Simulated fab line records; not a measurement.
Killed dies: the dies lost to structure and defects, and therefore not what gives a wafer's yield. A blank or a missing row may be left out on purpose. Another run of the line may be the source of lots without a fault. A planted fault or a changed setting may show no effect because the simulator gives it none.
Which tool did it? :: flow n5 finfet :: 10 lots with 30 wafers sampled at 5 steps, on a route of 1938 steps

WHAT THE GAUGES READ, wafer by wafer
N5_BEOL_M1_THK_MEAS_53: measures by xrf. Usual: M1_THK 38.6 nm, standard deviation 1.7.
lot: L637
measured: day 6 22:35
on: film metro-01
M1_THK (nm): 35.9 38.3 36.5
flag: 

lot: L638
measured: day 7 04:49
on: film metro-02
M1_THK (nm): 36.7 38.7 40.5
flag: 

lot: L639
measured: day 7 12:24
on: film metro-01
M1_THK (nm): 36.9 37.9 38.4
flag: 

lot: L643
measured: day 8 12:10
on: film metro-02
M1_THK (nm): 38.5 36.2 39.1
flag: 

lot: L644
measured: day 8 17:11
on: film metro-01
M1_THK (nm): 39.4 40.1 40.6
flag: 

lot: L650
measured: day 10 08:25
on: film metro-02
M1_THK (nm): 38.7 39.1 41.1
flag: 

lot: L654
measured: day 11 02:30
on: film metro-01
M1_THK (nm): 36.3 37.7 36.4
flag: 

lot: L655
measured: day 11 13:54
on: film metro-02
M1_THK (nm): 41.8 41.0 40.4
flag: 

lot: L656
measured: day 11 17:18
on: film metro-01
M1_THK (nm): 37.4 37.9 37.4
flag: 

lot: L658
measured: day 12 03:07
on: film metro-02
M1_THK (nm): 33.4 38.4 38.7
flag: 

N5_BEOL_M4_RC_MEAS_101. Usual: DIBL_N 36.8 mV/V, standard deviation 2.1; DIBL_P 37.1 mV/V, standard deviation 2.2; IOFF_N 0.18 nA/um, standard deviation 0.037; IOFF_P 0.23 nA/um, standard deviation 0.041; ION_N 682 uA/um, standard deviation 13; ION_P 467 uA/um, standard deviation 8.6; SS_N 71.7 mV/dec, standard deviation 0.61; SS_P 73.5 mV/dec, standard deviation 0.6; VT_N 248 mV, standard deviation 3.4; VT_P -249 mV, standard deviation 3.5.
lot: L637
measured: day 8 14:53
on: prober-01
DIBL_N (mV/V): 33.7 32.8 34.0
DIBL_P (mV/V): 35.1 33.8 34.8
IOFF_N (nA/um): 0.12 0.10 0.12
IOFF_P (nA/um): 0.17 0.15 0.16
ION_N (uA/um): 662 649 662
ION_P (uA/um): 457 440 452
SS_N (mV/dec): 70.5 70.6 70.7
SS_P (mV/dec): 72.7 72.9 72.3
VT_N (mV): 252 257 253
VT_P (mV): -252 -256 -257
flag: 

lot: L638
measured: day 8 14:21
on: prober-02
DIBL_N (mV/V): 36.5 36.7 35.4
DIBL_P (mV/V): 36.6 36.8 34.2
IOFF_N (nA/um): 0.16 0.17 0.14
IOFF_P (nA/um): 0.21 0.21 0.17
ION_N (uA/um): 678 674 673
ION_P (uA/um): 466 460 455
SS_N (mV/dec): 71.6 71.4 70.7
SS_P (mV/dec): 73.2 73.2 72.6
VT_N (mV): 245 249 251
VT_P (mV): -252 -250 -252
flag: 

lot: L639
measured: day 8 20:50
on: prober-02
DIBL_N (mV/V): 32.2 32.3 34.1
DIBL_P (mV/V): 32.8 32.7 34.5
IOFF_N (nA/um): 0.13 0.13 0.16
IOFF_P (nA/um): 0.18 0.18 0.21
ION_N (uA/um): 668 678 683
ION_P (uA/um): 461 466 470
SS_N (mV/dec): 70.8 70.5 71.5
SS_P (mV/dec): 72.8 72.8 73.6
VT_N (mV): 250 253 248
VT_P (mV): -250 -249 -250
flag: 

lot: L643
measured: day 9 22:05
on: prober-02
DIBL_N (mV/V): 38.2 38.9 39.4
DIBL_P (mV/V): 36.8 38.7 37.6
IOFF_N (nA/um): 0.18 0.22 0.21
IOFF_P (nA/um): 0.22 0.26 0.22
ION_N (uA/um): 670 683 666
ION_P (uA/um): 460 461 452
SS_N (mV/dec): 72.3 71.8 72.5
SS_P (mV/dec): 73.4 73.8 73.1
VT_N (mV): 246 242 247
VT_P (mV): -249 -247 -252
flag: 

lot: L644
measured: day 10 00:05
on: prober-01
DIBL_N (mV/V): 38.1 37.7 38.8
DIBL_P (mV/V): 37.8 37.0 39.0
IOFF_N (nA/um): 0.21 0.20 0.20
IOFF_P (nA/um): 0.24 0.24 0.26
ION_N (uA/um): 690 691 689
ION_P (uA/um): 473 479 472
SS_N (mV/dec): 71.3 72.4 71.8
SS_P (mV/dec): 73.8 73.3 73.7
VT_N (mV): 245 244 248
VT_P (mV): -247 -249 -248
flag: 

lot: L650
measured: day 11 21:02
on: prober-02
DIBL_N (mV/V): 36.6 36.9 35.4
DIBL_P (mV/V): 37.9 39.6 36.9
IOFF_N (nA/um): 0.17 0.19 0.15
IOFF_P (nA/um): 0.22 0.25 0.20
ION_N (uA/um): 674 692 673
ION_P (uA/um): 456 473 465
SS_N (mV/dec): 72.2 71.8 71.9
SS_P (mV/dec): 73.4 74.1 74.0
VT_N (mV): 246 243 248
VT_P (mV): -251 -247 -251
flag: 

lot: L654
measured: day 12 17:45
on: prober-02
DIBL_N (mV/V): 34.4 35.2 35.3
DIBL_P (mV/V): 33.9 34.6 35.2
IOFF_N (nA/um): 0.13 0.15 0.15
IOFF_P (nA/um): 0.19 0.20 0.20
ION_N (uA/um): 686 679 676
ION_P (uA/um): 464 471 469
SS_N (mV/dec): 70.8 71.1 71.8
SS_P (mV/dec): 72.9 72.9 72.9
VT_N (mV): 250 246 250
VT_P (mV): -247 -250 -249
flag: 

lot: L655
measured: day 13 06:46
on: prober-02
DIBL_N (mV/V): 38.5 34.8 36.3
DIBL_P (mV/V): 39.1 34.6 36.2
IOFF_N (nA/um): 0.22 0.14 0.18
IOFF_P (nA/um): 0.26 0.18 0.21
ION_N (uA/um): 699 669 696
ION_P (uA/um): 473 467 472
SS_N (mV/dec): 71.3 70.4 70.7
SS_P (mV/dec): 75.0 73.3 73.9
VT_N (mV): 245 253 247
VT_P (mV): -248 -249 -251
flag: 

lot: L656
measured: day 13 14:47
on: prober-01
DIBL_N (mV/V): 37.0 37.0 39.1
DIBL_P (mV/V): 39.5 39.3 41.5
IOFF_N (nA/um): 0.20 0.19 0.24
IOFF_P (nA/um): 0.29 0.29 0.33
ION_N (uA/um): 694 685 696
ION_P (uA/um): 475 476 480
SS_N (mV/dec): 72.4 71.6 73.0
SS_P (mV/dec): 74.0 73.7 74.6
VT_N (mV): 245 247 244
VT_P (mV): -242 -242 -242
flag: 

lot: L658
measured: day 13 18:50
on: prober-01
DIBL_N (mV/V): 36.3 38.0 37.9
DIBL_P (mV/V): 35.6 38.2 38.1
IOFF_N (nA/um): 0.15 0.18 0.18
IOFF_P (nA/um): 0.20 0.25 0.24
ION_N (uA/um): 679 682 688
ION_P (uA/um): 466 469 469
SS_N (mV/dec): 71.5 72.5 71.8
SS_P (mV/dec): 73.2 74.5 73.6
VT_N (mV): 249 248 249
VT_P (mV): -251 -249 -247
flag: 

EACH LOT AND THE TOOL THAT RAN IT (in order: tool; ch and the chambers of the sampled wafers; start)
lot: L637
N5_BEOL_M1_CO_CAP_55: cvd co-02 ch 0,1, day 6 22:40
N5_BEOL_M2_ETCH_63: rie diel-06 ch 0,1,3, day 6 23:39
N5_BEOL_M2_COAT_68: litho track-03 ch 0, day 7 00:07

lot: L638
N5_BEOL_M1_CO_CAP_55: cvd co-01 ch 0,2, day 7 04:55
N5_BEOL_M2_ETCH_63: rie diel-02 ch 0,2,3, day 7 07:20
N5_BEOL_M2_COAT_68: litho track-03 ch 0, day 7 07:45

lot: L639
N5_BEOL_M1_CO_CAP_55: cvd co-02 ch 0,1,2, day 7 12:28
N5_BEOL_M2_ETCH_63: rie diel-06 ch 1,2,3, day 7 15:16
N5_BEOL_M2_COAT_68: litho track-05 ch 0, day 7 15:41

lot: L643
N5_BEOL_M1_CO_CAP_55: cvd co-02 ch 1,2, day 8 12:14
N5_BEOL_M2_ETCH_63: rie diel-02 ch 0,1,2, day 8 16:06
N5_BEOL_M2_COAT_68: litho track-02 ch 0, day 8 16:49

lot: L644
N5_BEOL_M1_CO_CAP_55: cvd co-01 ch 0,2, day 8 17:19
N5_BEOL_M2_ETCH_63: rie diel-03 ch 0,1,2, day 8 19:53
N5_BEOL_M2_COAT_68: litho track-03 ch 0, day 8 20:20

lot: L650
N5_BEOL_M1_CO_CAP_55: cvd co-02 ch 1,2, day 10 08:30
N5_BEOL_M2_ETCH_63: rie diel-03 ch 1,2,3, day 10 10:43
N5_BEOL_M2_COAT_68: litho track-03 ch 0, day 10 11:08

lot: L654
N5_BEOL_M1_CO_CAP_55: cvd co-02 ch 0,1,2, day 11 02:43
N5_BEOL_M2_ETCH_63: rie diel-06 ch 0,1,3, day 11 05:28
N5_BEOL_M2_COAT_68: litho track-03 ch 0, day 11 05:56

lot: L655
N5_BEOL_M1_CO_CAP_55: cvd co-01 ch 0,1, day 11 14:00
N5_BEOL_M2_ETCH_63: rie diel-02 ch 0,1, day 11 15:56
N5_BEOL_M2_COAT_68: litho track-05 ch 0, day 11 16:37

lot: L656
N5_BEOL_M1_CO_CAP_55: cvd co-01 ch 0,1,2, day 11 17:22
N5_BEOL_M2_ETCH_63: rie diel-03 ch 0,1,3, day 11 19:58
N5_BEOL_M2_COAT_68: litho track-03 ch 0, day 11 20:24

lot: L658
N5_BEOL_M1_CO_CAP_55: cvd co-01 ch 0,1,2, day 12 03:11
N5_BEOL_M2_ETCH_63: rie diel-03 ch 0,1,3, day 12 05:07
N5_BEOL_M2_COAT_68: litho track-05 ch 0, day 12 05:36
- N5_BEOL_M1_CO_CAP_55: material Co, precursor CCTBA/H2, target thk 2 nm, time 102.1 s.
- N5_BEOL_M2_ETCH_63: etches SiARC in CF4, target depth 15.6 nm, time 26 s.
- N5_BEOL_M2_COAT_68: time 60 s, resist thk 12 nm.

WHAT THE TOOLS THEMSELVES READ (means of the sampled wafers that have a number; where no wafer has one, the mark that the record gives instead)
N5_BEOL_M1_CO_CAP_55. Usual: heater power w at 237 W, with a standard deviation of 35.
lot: L637
tool: cvd co-02
heater power w (W): 228
flag: 

lot: L638
tool: cvd co-01
heater power w (W): 247
flag: 

lot: L639
tool: cvd co-02
heater power w (W): 222
flag: 

lot: L643
tool: cvd co-02
heater power w (W): 208
flag: 

lot: L644
tool: cvd co-01
heater power w (W): 274
flag: 

lot: L650
tool: cvd co-02
heater power w (W): 212
flag: 

lot: L654
tool: cvd co-02
heater power w (W): 221
flag: 

lot: L655
tool: cvd co-01
heater power w (W): 250
flag: 

lot: L656
tool: cvd co-01
heater power w (W): 253
flag: 

lot: L658
tool: cvd co-01
heater power w (W): 252
flag: 

N5_BEOL_M2_ETCH_63. Usual: drypump motor current A 5.7 A (standard deviation 0.43); etch rf on time s 25.7 s (standard deviation 0.64); mfc ar sccm 99.99 sccm (standard deviation 0.27); oes product au 0.68 a.u. (standard deviation 0.079); rf vpp V 184.1 V (standard deviation 1.2); showerhead plenum p Torr 2.15 Torr (standard deviation 0.065); throttle valve pct 15.66 % (standard deviation 0.25).
lot: L637
tool: rie diel-06
drypump motor current A (A): 5.4
etch rf on time s (s): 26.2
mfc ar sccm (sccm): 100.03
oes product au (a.u.): 0.67
rf vpp V (V): 183.7
showerhead plenum p Torr (Torr): 2.14
throttle valve pct (%): 15.71
flag: 

lot: L638
tool: rie diel-02
drypump motor current A (A): 5.3
etch rf on time s (s): 25.5
mfc ar sccm (sccm): 100.17
oes product au (a.u.): 0.77
rf vpp V (V): 183.5
showerhead plenum p Torr (Torr): 2.12
throttle valve pct (%): 15.48
flag: 

lot: L639
tool: rie diel-06
drypump motor current A (A): 5.2
etch rf on time s (s): 26.3
mfc ar sccm (sccm): 99.91
oes product au (a.u.): 0.72
rf vpp V (V): 184.5
showerhead plenum p Torr (Torr): 2.19
throttle valve pct (%): 15.58
flag: 

lot: L643
tool: rie diel-02
drypump motor current A (A): 5.7
etch rf on time s (s): 25.1
mfc ar sccm (sccm): 100.37
oes product au (a.u.): 0.74
rf vpp V (V): 184.0
showerhead plenum p Torr (Torr): 2.11
throttle valve pct (%): 15.56
flag: 

lot: L644
tool: rie diel-03
drypump motor current A (A): 5.7
etch rf on time s (s): 25.7
mfc ar sccm (sccm): 99.90
oes product au (a.u.): 0.62
rf vpp V (V): 183.9
showerhead plenum p Torr (Torr): 2.13
throttle valve pct (%): 15.86
flag: 

lot: L650
tool: rie diel-03
drypump motor current A (A): 6.0
etch rf on time s (s): 25.4
mfc ar sccm (sccm): 100.05
oes product au (a.u.): 0.65
rf vpp V (V): 185.1
showerhead plenum p Torr (Torr): 2.17
throttle valve pct (%): 15.79
flag: 

lot: L654
tool: rie diel-06
drypump motor current A (A): 5.4
etch rf on time s (s): 26.6
mfc ar sccm (sccm): 100.05
oes product au (a.u.): 0.63
rf vpp V (V): 184.1
showerhead plenum p Torr (Torr): 2.13
throttle valve pct (%): 15.76
flag: 

lot: L655
tool: rie diel-02
drypump motor current A (A): 5.8
etch rf on time s (s): 25.5
mfc ar sccm (sccm): 100.02
oes product au (a.u.): 0.68
rf vpp V (V): 183.6
showerhead plenum p Torr (Torr): 2.12
throttle valve pct (%): 15.66
flag: 

lot: L656
tool: rie diel-03
drypump motor current A (A): 5.9
etch rf on time s (s): 24.8
mfc ar sccm (sccm): 99.86
oes product au (a.u.): 0.79
rf vpp V (V): 185.0
showerhead plenum p Torr (Torr): 2.19
throttle valve pct (%): 15.51
flag: 

lot: L658
tool: rie diel-03
drypump motor current A (A): 5.9
etch rf on time s (s): 25.2
mfc ar sccm (sccm): 99.95
oes product au (a.u.): 0.78
rf vpp V (V): 184.0
showerhead plenum p Torr (Torr): 2.18
throttle valve pct (%): 15.51
flag: 

N5_BEOL_M2_COAT_68. Usual: spin speed rpm at 1500.2 rpm, with a standard deviation of 0.82.
lot: L637
tool: litho track-03
spin speed rpm (rpm): 1499.7
flag: 

lot: L638
tool: litho track-03
spin speed rpm (rpm): 1500.2
flag: 

lot: L639
tool: litho track-05
spin speed rpm (rpm): 1499.5
flag: 

lot: L643
tool: litho track-02
spin speed rpm (rpm): 1499.4
flag: 

lot: L644
tool: litho track-03
spin speed rpm (rpm): 1499.6
flag: 

lot: L650
tool: litho track-03
spin speed rpm (rpm): 1501.1
flag: 

lot: L654
tool: litho track-03
spin speed rpm (rpm): 1729.2
flag: OFF

lot: L655
tool: litho track-05
spin speed rpm (rpm): 1499.6
flag: 

lot: L656
tool: litho track-03
spin speed rpm (rpm): 1730.3
flag: OFF

lot: L658
tool: litho track-05
spin speed rpm (rpm): 1500.0
flag: 

THE ANSWER, worked out from the rows above alone
Rule: take the mean of a lot's wafers that have a number; if it is more than 3 standard deviations from the usual mean, the lot is off. Also off: a lot with no number at a reading for which 4 or more lots have one. The other lots that the step has rows for count as sound. Order of review: gauges by route order, followed by the tools' own readings, for which a lot's mean as printed above is used. At the first step where some lot is off, the reading lying furthest off is the one used; lots without a number count as furthest.
Off: L654, L656 (N5_BEOL_M2_COAT_68, spin speed rpm).
A tool fits if, at that step or a process step before it, it ran every lot that is off, and no sound lot after the first of them. One candidate fits, namely litho track-03 at N5_BEOL_M2_COAT_68. A fault onset in the window from L650 (day 10 11:08, its last sound lot) to L654 (day 11 05:56, its first lot off) fits.
The tool's own readings at N5_BEOL_M2_COAT_68 bear it out: on the lots that are off they differ by more than 5 times the standard deviation of the sound lots' means. spin speed rpm reads 1729.8 rpm there against 1499.9 rpm on the sound lots.

WHAT THE SIMULATOR HAD PUT IN
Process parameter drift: litho track-03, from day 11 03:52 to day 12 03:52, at N5_BEOL_M2_COAT_68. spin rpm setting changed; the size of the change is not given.
Struck lots among those shown: L654, L656. The rule above found the same.
